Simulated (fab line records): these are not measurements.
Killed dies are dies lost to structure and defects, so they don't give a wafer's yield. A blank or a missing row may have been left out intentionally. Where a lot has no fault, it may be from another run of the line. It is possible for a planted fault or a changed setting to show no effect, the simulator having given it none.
Matching of chambers ; flow n5-finfet ; N5_BEOL_M10_ETCH_66 on rie-diel-03 has 4 sister chambers
The step etches SOC in N2/H2, target depth 120 nm, overetch 24 nm, time 180 s. 22 wafers are shown with their chamber, then 11 later ones without.

WAFERS PAIRED WITH THEIR CHAMBERS
wafer;chamber;drypump-motor-current-A (A);throttle-valve-pct (%);showerhead-plenum-p-Torr (Torr)
L074.2;1;5.5;17.98;2.58
L074.4;3;6.3;17.41;2.46
L074.5;1;5.5;17.99;2.58
L075.1;2;5.4;17.81;2.54
L075.3;3;6.3;17.42;2.45
L075.5;3;6.3;17.41;2.45
L076.1;0;6.1;17.96;2.49
L076.2;3;6.3;17.42;2.45
L076.6;1;5.4;18.00;2.58
L078.1;1;5.5;18.00;2.58
L078.2;2;5.4;17.83;2.54
L078.6;3;6.3;17.43;2.45
L081.2;2;5.4;17.83;2.54
L081.3;3;6.3;17.43;2.45
L081.5;0;6.1;17.97;2.49
L084.1;3;6.3;17.45;2.45
L084.3;1;5.4;18.02;2.57
L084.6;0;6.1;17.97;2.48
L086.4;2;5.4;17.85;2.53
L086.5;1;5.5;18.02;2.57
L086.6;2;5.4;17.85;2.53
L089.3;1;5.5;18.02;2.57

SIGNATURES (averages over the wafers above)
reading;chamber 0;chamber 1;chamber 2;chamber 3;scatter within a chamber
drypump-motor-current-A;6.100;5.471;5.400;6.300;0.0282
throttle-valve-pct;17.9667;18.0043;17.8340;17.4243;0.0148
showerhead-plenum-p-Torr;2.4867;2.5757;2.5360;2.4514;0.00497
Rule: for a wafer and a chamber, the distance is found by dividing, reading by reading, the gap between the wafer's reading and the chamber's mean by the reading's scatter, squaring, summing and taking the root. If the next closest chamber is less than 2 further off than the closest, the wafer can't be placed; otherwise it belongs to the closest. The scatter: the root of (the sum of the squares of (reading less its chamber's mean) over the shown wafers, divided by (wafers less chambers)).

WAFERS WITHOUT THEIR CHAMBER
wafer;drypump-motor-current-A (A);throttle-valve-pct (%);showerhead-plenum-p-Torr (Torr)
L089.4;6.1;18.00;2.48
L089.6;6.1;18.02;2.48
L087.1;5.5;18.04;2.57
L087.3;5.4;17.86;2.53
L087.5;6.1;18.00;2.48
L090.1;5.4;17.88;2.53
L090.4;6.1;18.01;2.48
L090.6;6.3;17.47;2.44
L096.4;6.3;17.50;2.43
L096.5;5.4;17.90;2.52
L096.6;6.3;17.51;2.43

THE CHAMBER EACH PASSED THROUGH
wafer;from the rows above;in truth
L089.4;0;0
L089.6;0;0
L087.1;1;1
L087.3;2;2
L087.5;0;0
L090.1;2;2
L090.4;0;0
L090.6;3;3
L096.4;3;3
L096.5;2;2
L096.6;3;3
Correct placement for 11 of the 11. Number that these rows cannot place: 0. Wrongly placed: 0.
